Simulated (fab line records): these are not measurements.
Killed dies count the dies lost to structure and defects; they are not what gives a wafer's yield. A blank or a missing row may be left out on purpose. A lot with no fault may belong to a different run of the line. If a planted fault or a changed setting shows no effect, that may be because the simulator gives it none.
fab line records ; flow nand-harc
record lots=15; wafers=45; last-day=33
route steps=1302 shown P_BONDPAD@377 A_ONON_D1@426 END@1302
lots that met no fault: from a run of the same line without faults
start-h: the number of hours between the record's first day and the start of the first shown wafer of the lot ; wait-h: time in hours since the lot's previous step ; " identical to the entry in the row above ; L1.1+2: several wafers, shown together as one row ; - no value present, or no start provided ; * or withheld: withheld ; < > ~ a bound
route shown NAME@n: a module of which the file shows steps, and the number in the route of the first ; usual: mean/standard deviation of fault-free wafers ; same: alike in all rows ; chamber/n: place in a boat ; sites: each site's reading ; _std_site: how widely they spread, as a standard deviation ; _edge_site: outer sites' mean less inner sites' ; radius-mm: for every site, how far away it sits from the centre of the wafer ; mask NAME#n: copy n ; behind: the last tool/chamber to shape the wafer ; hold: why the lot went on hold/how many hours it stayed there/how the hold came to an end ; device: the transistor (n, p or np) that didn't switch ; end of line: the tests these same wafers got at the end of their route ; a step given without rows: its recipe and nothing more ; killed: the dies lost at the first sort to structure and to defects; this is not the yield of the wafer ; map: dies across one wafer; x = killed, . = not, _ = none there
set.NAME: setting as actually run; set.NAME@STEP: the setting as run at that earlier step ; model.NAME: the simulator's own value behind a step, which no gauge read
a sample of lots followed through the steps of the route, with each step as a table and each wafer as a row
services: the hour from which a tool's chamber was out of use, counted from the record's first day as start-h (under 0 if before that day), plus the number of hours and why
## steps
# step NHARC_P_BONDPAD_PVD_27
# recipe target-thk-a=300; chamber-pressure-pa=5; power-w=5000; substrate-temp-c=30; time-s=20.49; material=Cu
# usual throttle-valve-pct=30.0/1.1
lot.wafer;tool;chamber;start-h;wait-h;throttle-valve-pct
L935.1;pvd-sputter-01;-;-;-;29.6
L935.4;pvd-sputter-01;-;-;-;28.7
L935.5;pvd-sputter-01;-;-;-;32.1
L936.3;pvd-sputter-03;-;-;-;31.2
L936.1;pvd-sputter-03;-;-;-;30.1
L936.4;pvd-sputter-03;-;-;-;29.4
L938.1;pvd-sputter-02;-;-;-;30.6
L938.4;pvd-sputter-02;-;-;-;29.3
L938.6;pvd-sputter-02;-;-;-;28.8
L939.2;pvd-sputter-02;-;-;-;30.6
L939.1;pvd-sputter-02;-;-;-;29.7
L939.6;pvd-sputter-02;-;-;-;30.4
L940.2;pvd-sputter-03;-;-;-;31.0
L940.1;pvd-sputter-03;-;-;-;30.1
L940.3;pvd-sputter-03;-;-;-;29.4
L941.1;pvd-sputter-01;-;-;-;32.3
L941.3;pvd-sputter-01;-;-;-;28.8
L941.5;pvd-sputter-01;-;-;-;29.3
L942.4;pvd-sputter-03;-;-;-;31.5
L942.1;pvd-sputter-03;-;-;-;30.3
L942.3;pvd-sputter-03;-;-;-;29.7
L943.2;pvd-sputter-02;-;-;-;28.9
L943.4;pvd-sputter-02;-;-;-;29.8
L943.5;pvd-sputter-02;-;-;-;28.5
L944.4;pvd-sputter-02;-;-;-;29.2
L944.3;pvd-sputter-02;-;-;-;28.8
L944.1;pvd-sputter-02;-;-;-;30.3
L946.1;pvd-sputter-01;-;-;-;29.6
L946.4;pvd-sputter-01;-;-;-;29.1
L946.6;pvd-sputter-01;-;-;-;28.5
L947.4;pvd-sputter-01;-;-;-;29.6
L947.3;pvd-sputter-01;-;-;-;28.5
L947.1;pvd-sputter-01;-;-;-;29.0
L950.3;pvd-sputter-03;-;-;-;29.9
L950.4;pvd-sputter-03;-;-;-;29.6
L950.5;pvd-sputter-03;-;-;-;31.2
L951.2;pvd-sputter-01;-;-;-;31.8
L951.1;pvd-sputter-01;-;-;-;29.5
L951.6;pvd-sputter-01;-;-;-;32.0
L956.2;pvd-sputter-02;-;-;-;29.6
L956.1;pvd-sputter-02;-;-;-;30.0
L956.4;pvd-sputter-02;-;-;-;27.9
L957.1;pvd-sputter-03;-;-;-;30.3
L957.4;pvd-sputter-03;-;-;-;29.2
L957.6;pvd-sputter-03;-;-;-;30.2
# step NHARC_P_BONDPAD_ANNEAL_28
# recipe temp-c=225; time-s=90
# usual wafer_temp_C_max=226.1/0.46
lot.wafer;tool;chamber;start-h;wait-h;wafer_temp_C_max
L935.1;rtp-anneal-02;0;149.28;-;226.0
L935.4;rtp-anneal-02;0;149.28;-;226.2
L935.5;rtp-anneal-02;0;149.28;-;226.2
L936.1;rtp-anneal-01;0;166.57;-;226.6
L936.3;rtp-anneal-01;0;166.57;-;226.3
L936.4;rtp-anneal-01;0;166.57;-;226.3
L938.1;rtp-anneal-02;0;183.37;0.3;225.4
L938.4;rtp-anneal-02;0;183.37;0.3;225.3
L938.6;rtp-anneal-02;0;183.37;0.3;225.9
L939.1;rtp-anneal-02;0;189.24;0.3;225.5
L939.2;rtp-anneal-02;0;189.24;0.3;225.5
L939.6;rtp-anneal-02;0;189.24;0.3;225.4
L940.1;rtp-anneal-02;0;197.38;0.3;225.6
L940.2;rtp-anneal-02;0;197.38;0.3;225.4
L940.3;rtp-anneal-02;0;197.38;0.3;225.4
L941.1;rtp-anneal-01;0;204.07;0.4;225.8
L941.3;rtp-anneal-01;0;204.07;0.4;226.1
L941.5;rtp-anneal-01;0;204.07;0.4;226.7
L942.1;rtp-anneal-02;0;214.79;0.3;225.5
L942.3;rtp-anneal-02;0;214.79;0.3;225.5
L942.4;rtp-anneal-02;0;214.79;0.3;226.0
L943.2;rtp-anneal-01;0;227.53;0.3;226.1
L943.4;rtp-anneal-01;0;227.53;0.3;226.5
L943.5;rtp-anneal-01;0;227.53;0.3;226.2
L944.1;rtp-anneal-01;0;239.05;0.3;227.1
L944.3;rtp-anneal-01;0;239.05;0.3;226.8
L944.4;rtp-anneal-01;0;239.05;0.3;226.1
L946.1;rtp-anneal-01;0;252.77;0.4;226.3
L946.4;rtp-anneal-01;0;252.77;0.4;226.7
L946.6;rtp-anneal-01;0;252.77;0.4;226.6
L947.1;rtp-anneal-02;0;280.54;0.3;225.9
L947.3;rtp-anneal-02;0;280.54;0.3;225.8
L947.4;rtp-anneal-02;0;280.54;0.3;225.4
L950.3;rtp-anneal-01;0;300.39;0.3;226.8
L950.4;rtp-anneal-01;0;300.39;0.3;225.9
L950.5;rtp-anneal-01;0;300.39;0.3;226.0
L951.1;rtp-anneal-01;0;304.83;0.3;226.3
L951.2;rtp-anneal-01;0;304.83;0.3;225.9
L951.6;rtp-anneal-01;0;304.83;0.3;226.0
L956.1;rtp-anneal-01;0;351.91;0.3;226.8
L956.2;rtp-anneal-01;0;351.91;0.3;226.3
L956.4;rtp-anneal-01;0;351.91;0.3;226.3
L957.1;rtp-anneal-01;0;366.61;0.3;226.3
L957.4;rtp-anneal-01;0;366.61;0.3;226.3
L957.6;rtp-anneal-01;0;366.61;0.3;225.9
# step NHARC_A_ONON_D1_DEP_03
# recipe target-thk-a=10000; n2-flow-sccm=2750; n2o-flow-sccm=2000; nh3-flow-sccm=500; sih4-flow-sccm=210; temp-c=400
# usual n2-flow-sccm=2750/8.5; n2o-flow-sccm=1999/6.1
lot.wafer;tool;chamber;start-h;wait-h;n2-flow-sccm;n2o-flow-sccm
L935.1;pecvd-onon-03;0;178.15;0.1;2747;2004
L935.4;pecvd-onon-03;0;178.15;0.1;2753;2015
L935.5;pecvd-onon-03;0;178.15;0.1;2724;2003
L936.1;pecvd-onon-04;0;192.72;0.1;2752;1995
L936.3;pecvd-onon-04;0;192.72;0.1;2745;2002
L936.4;pecvd-onon-04;0;192.72;0.1;2736;2015
L938.1;pecvd-onon-02;0;208.05;0.1;2747;2000
L938.4;pecvd-onon-02;0;208.05;0.1;2749;1994
L938.6;pecvd-onon-02;0;208.05;0.1;2749;1993
L939.1;pecvd-onon-03;0;213.77;0.1;2762;2004
L939.2;pecvd-onon-03;0;213.77;0.1;2746;1997
L939.6;pecvd-onon-03;0;213.77;0.1;2744;2007
L940.1;pecvd-onon-03;0;222.05;0.1;2753;2000
L940.2;pecvd-onon-03;0;222.05;0.1;2742;1993
L940.3;pecvd-onon-03;0;222.05;0.1;2758;1999
L941.1;pecvd-onon-02;0;231.56;0.1;2757;2003
L941.3;pecvd-onon-02;0;231.56;0.1;2754;2000
L941.5;pecvd-onon-02;0;231.56;0.1;2756;1997
L942.1;pecvd-onon-04;0;242.62;0.1;2748;2009
L942.3;pecvd-onon-04;0;242.62;0.1;2750;2001
L942.4;pecvd-onon-04;0;242.62;0.1;2762;2009
L943.2;pecvd-onon-02;0;252.42;0.1;2733;1997
L943.4;pecvd-onon-02;0;252.42;0.1;2741;1990
L943.5;pecvd-onon-02;0;252.42;0.1;2743;1998
L944.1;pecvd-onon-02;0;263.47;0.1;2748;1995
L944.3;pecvd-onon-02;0;263.47;0.1;2759;1988
L944.4;pecvd-onon-02;0;263.47;0.1;2755;1986
L946.1;pecvd-onon-03;0;279.86;0.1;2749;2009
L946.4;pecvd-onon-03;0;279.86;0.1;2758;1995
L946.6;pecvd-onon-03;0;279.86;0.1;2748;1998
L947.1;pecvd-onon-03;-;305.56;0.1;-;-
L947.3;pecvd-onon-03;-;305.56;0.1;-;-
L947.4;pecvd-onon-03;-;305.56;0.1;-;-
L950.3;pecvd-onon-02;-;325.17;0.2;-;-
L950.4;pecvd-onon-02;-;325.17;0.2;-;-
L950.5;pecvd-onon-02;-;325.17;0.2;-;-
L951.1;pecvd-onon-03;-;332.24;0.1;-;-
L951.2;pecvd-onon-03;-;332.24;0.1;-;-
L951.6;pecvd-onon-03;-;332.24;0.1;-;-
L956.1;pecvd-onon-03;0;376.88;0.1;2748;1990
L956.2;pecvd-onon-03;0;376.88;0.1;2740;1992
L956.4;pecvd-onon-03;0;376.88;0.1;2741;1996
L957.1;pecvd-onon-04;0;395.60;0.1;2744;2008
L957.4;pecvd-onon-04;0;395.60;0.1;2738;2000
L957.6;pecvd-onon-04;0;395.60;0.1;2744;1995
# step NHARC_END_SORT_01
# recipe temp-c=25
# usual killed-at-array=59/17; killed-at-other=0.9/1.6; killed-at-periphery=3.7/2.3; killed-dies=64/17; killed-open=3.3/1.8; killed-short=2.4/1.6
# same gross-dies=677
lot.wafer;tool;chamber;start-h;wait-h;killed-at-array;killed-at-other;killed-at-periphery;killed-dies;killed-open;killed-short
L947.1;prober-01;0;700.55;2.5;673;0;4;677;3;4
L947.3;prober-01;0;702.15;3.1;676;1;0;677;4;2
L947.4;prober-01;0;702.94;3.4;675;0;2;677;3;0
L950.3;prober-02;0;716.42;3.1;676;0;1;677;2;0
L950.4;prober-02;0;717.23;3.4;676;0;1;677;2;2
L950.5;prober-02;0;718.04;3.7;676;0;1;677;0;1
L951.1;prober-02;0;730.06;2.6;676;0;1;677;1;1
L951.2;prober-02;0;730.85;2.8;673;0;4;677;7;3
L951.6;prober-02;0;734.01;3.9;675;0;2;677;2;4
# killed by level:class
L947.1 A_ONON_D1:area-dep=612 A_CHANNEL_HOLE_D1:chamber-film-flake=20 A_CHANNEL_HOLE_D2:chamber-film-flake=17 A_CONTACT:chamber-film-flake=5 A_BLC:chamber-film-flake=4 A_ZERO_WELL:chamber-film-flake=3 A_SLIT:chamber-film-flake=3 A_CHANNEL_FILL_D1:geometric-particle:open=2
L947.3 A_ONON_D1:area-dep=610 A_CHANNEL_HOLE_D1:chamber-film-flake=28 A_CHANNEL_HOLE_D2:chamber-film-flake=14 A_CONTACT:chamber-film-flake=6 A_BLC:chamber-film-flake=3 A_CHANNEL_HOLE_D1:geometric-particle:open=2 A_ZERO_WELL:chamber-film-flake=2 A_SLIT:chamber-film-flake=2
L947.4 A_ONON_D1:area-dep=601 A_CHANNEL_HOLE_D1:chamber-film-flake=28 A_CHANNEL_HOLE_D2:chamber-film-flake=26 A_CONTACT:chamber-film-flake=11 P_BONDPAD:chamber-film-flake=2 A_WL_FILL:chamber-film-flake=2 A_CHANNEL_HOLE_D1:geometric-particle:open=1 A_CHANNEL_FILL_D1:geometric-particle:open=1
L950.3 A_ONON_D1:area-dep=625 A_CHANNEL_HOLE_D1:chamber-film-flake=26 A_CHANNEL_HOLE_D2:chamber-film-flake=16 A_SLIT:chamber-film-flake=4 A_DECK1_JOINT:chamber-film-flake=2 P_M0:geometric-particle:open=1 A_BLC:geometric-particle:open=1 A_WL_FILL:chamber-film-flake=1
L950.4 A_ONON_D1:area-dep=610 A_CHANNEL_HOLE_D1:chamber-film-flake=27 A_CHANNEL_HOLE_D2:chamber-film-flake=26 A_CONTACT:chamber-film-flake=6 A_WL_FILL:chamber-film-flake=1 A_ONON_D1:geometric-particle:short=1 A_DECK1_JOINT:geometric-particle:short=1 A_SLIT:geometric-particle:open=1
L950.5 A_ONON_D1:area-dep=606 A_CHANNEL_HOLE_D1:chamber-film-flake=33 A_CHANNEL_HOLE_D2:chamber-film-flake=29 A_CONTACT:chamber-film-flake=4 A_CHANNEL_HOLE_D2:geometric-particle:short=1 P_CONTACT:chamber-film-flake=1 A_STAIRCASE:chamber-film-flake=1 A_SLIT:chamber-film-flake=1
L951.1 A_ONON_D1:area-dep=595 A_SLIT:chamber-film-flake=39 A_CHANNEL_HOLE_D1:chamber-film-flake=30 A_CONTACT:chamber-film-flake=5 A_SGD_CUT:chamber-film-flake=4 A_DECK1_JOINT:geometric-particle:short=1 A_WL_FILL:geometric-particle:open=1 P_M0:chamber-film-flake=1
L951.2 A_ONON_D1:area-dep=598 A_SLIT:chamber-film-flake=38 A_CHANNEL_HOLE_D1:chamber-film-flake=22 A_CONTACT:chamber-film-flake=6 P_CONTACT:geometric-particle:open=3 A_SGD_CUT:chamber-film-flake=3 P_STI:geometric-particle:short=1 A_ONON_D1:geometric-particle:open=1
L951.6 A_ONON_D1:area-dep=599 A_SLIT:chamber-film-flake=37 A_CHANNEL_HOLE_D1:chamber-film-flake=27 P_STI:chamber-film-flake=2 A_SGD_CUT:chamber-film-flake=2 A_CONTACT:chamber-film-flake=2 A_ONON_D1:geometric-particle:open=1 A_CHANNEL_FILL_D1:geometric-particle:open=1
## services
tool;chamber;start-h;hours;kind
pecvd-onon-04;-;130.35;13.0;pm
pvd-sputter-03;-;156.73;7.7;repair
pvd-sputter-01;-;158.63;3.7;repair
pvd-sputter-02;-;159.49;12.2;repair
pvd-sputter-03;-;170.04;10.0;pm
pecvd-onon-02;-;185.00;13.0;pm
pvd-sputter-01;-;196.05;4.5;repair
pvd-sputter-01;-;210.28;1.8;repair
pvd-sputter-03;-;221.01;27.1;repair
pecvd-onon-03;-;227.00;13.0;pm
pvd-sputter-01;-;230.13;3.5;repair
pvd-sputter-02;-;286.08;10.0;pm
pecvd-onon-04;-;311.35;13.0;pm
pvd-sputter-03;-;325.70;3.4;repair
pvd-sputter-03;-;348.04;10.0;pm
pvd-sputter-02;-;365.67;3.9;repair
pecvd-onon-02;-;366.00;13.0;pm
rtp-anneal-01;-;372.00;12.0;pm
pecvd-onon-03;-;377.52;1.9;repair
pvd-sputter-03;-;388.69;5.5;repair
## key
first-sign step=NHARC_A_ONON_D1_DEP_03; reading=tool-record; direction=missing
effect step=NHARC_END_SORT_01; reading=killed-at-array; direction=up; sigmas=37; usual=59; struck=675
more-kills-born-at NHARC_A_ONON_D1_DEP_03@pecvd-onon-03=3615; NHARC_A_ONON_D1_DEP_03@pecvd-onon-02=1841
met-at NHARC_A_ONON_D1_DEP_03
struck-lots L947,L950,L951
later-rows-left-out L947.1,L947.3,L947.4,L950.3,L950.4,L950.5,L951.1,L951.2,L951.6
tester-left-out L947,L950,L951
not-acting-at NHARC_P_BONDPAD_PVD_27,NHARC_P_BONDPAD_ANNEAL_28
onset-between 279.86 305.56
fault kind=skipped-step-whole; tool=pecvd-onon-02,pecvd-onon-03; chamber=-; onset-h=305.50; steps=NHARC_A_ONON_D1_DEP_03; scope=struck-lots-only
# tester-left-out: of these lots the tester's yield and bins aren't shown, on N5 and GAA mostly nor the transistor test; their killed dies are dies lost to structure and defects alone, not to doping, threshold or leakage, so they don't give the yield
# later-rows-left-out: the simulator's readings of these wafers behind a module that went badly wrong aren't trusted and aren't shown, but for the sort
